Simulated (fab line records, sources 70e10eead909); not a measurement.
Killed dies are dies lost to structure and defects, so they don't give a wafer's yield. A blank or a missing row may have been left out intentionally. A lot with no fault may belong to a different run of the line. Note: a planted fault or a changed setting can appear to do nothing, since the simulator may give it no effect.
Matching of chambers | flow nandHarc | NHARC_THIN_TSV_DEP_43 on pecvd-01: 3 sister chambers
The step deposits SiO2, target thk 1328.5 nm. 14 wafers are shown with their chamber, then 7 later ones without.

## WAFERS PAIRED WITH THEIR CHAMBERS
wafer  | chamber | throttleValvePct (%) | showerheadVppV (V)
L074.2 | 1       | 15.3                 | 1824
L074.3 | 0       | 16.5                 | 1901
L074.5 | 2       | 15.9                 | 1738
L075.2 | 1       | 15.3                 | 1788
L075.4 | 2       | 15.8                 | 1752
L075.5 | 1       | 15.1                 | 1765
L079.1 | 2       | 16.0                 | 1768
L079.4 | 2       | 15.7                 | 1752
L079.5 | 1       | 15.3                 | 1790
L080.1 | 2       | 16.1                 | 1736
L080.2 | 0       | 16.4                 | 1955
L080.6 | 2       | 15.9                 | 1769
L089.3 | 2       | 15.7                 | 1766
L089.5 | 1       | 15.6                 | 1787

SIGNATURES, as means of the wafers listed above
reading          | chamber 0 | chamber 1 | chamber 2 | scatter within a chamber
throttleValvePct | 16.450    | 15.320    | 15.871    | 0.156
showerheadVppV   | 1928.00   | 1790.80   | 1754.43   | 20
Rule: distance of a wafer from a chamber = root of the sum over the readings of ((wafer's reading minus chamber's mean) / reading's scatter) squared. If the next closest chamber is less than 2 further off than the closest, the wafer can't be placed; otherwise it belongs to the closest. The scatter is the square root of a quotient: the sum, over the shown wafers, of each reading's squared deviation from its chamber's mean, divided by wafers minus chambers.

## WAFERS WHOSE CHAMBER IS MISSING
wafer  | throttleValvePct (%) | showerheadVppV (V)
L089.6 | 15.9                 | 1752
L092.1 | 15.5                 | 1791
L092.4 | 15.7                 | 1758
L092.6 | 16.3                 | 1894
L093.1 | 15.6                 | 1807
L093.2 | 15.7                 | 1745
L093.6 | 16.5                 | 1905

## THE CHAMBER EACH PASSED THROUGH
wafer  | from the rows above     | in truth
L089.6 | 2                       | 2
L092.1 | can't be placed: 1 or 2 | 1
L092.4 | can't be placed: 2 or 1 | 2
L092.6 | 0                       | 0
L093.1 | can't be placed: 1 or 2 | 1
L093.2 | 2                       | 2
L093.6 | 0                       | 0
Correct placement for 4 of the 7. From these rows, 3 cannot be placed; in 3 the true chamber is one of the candidates. Placed wrongly: 0.
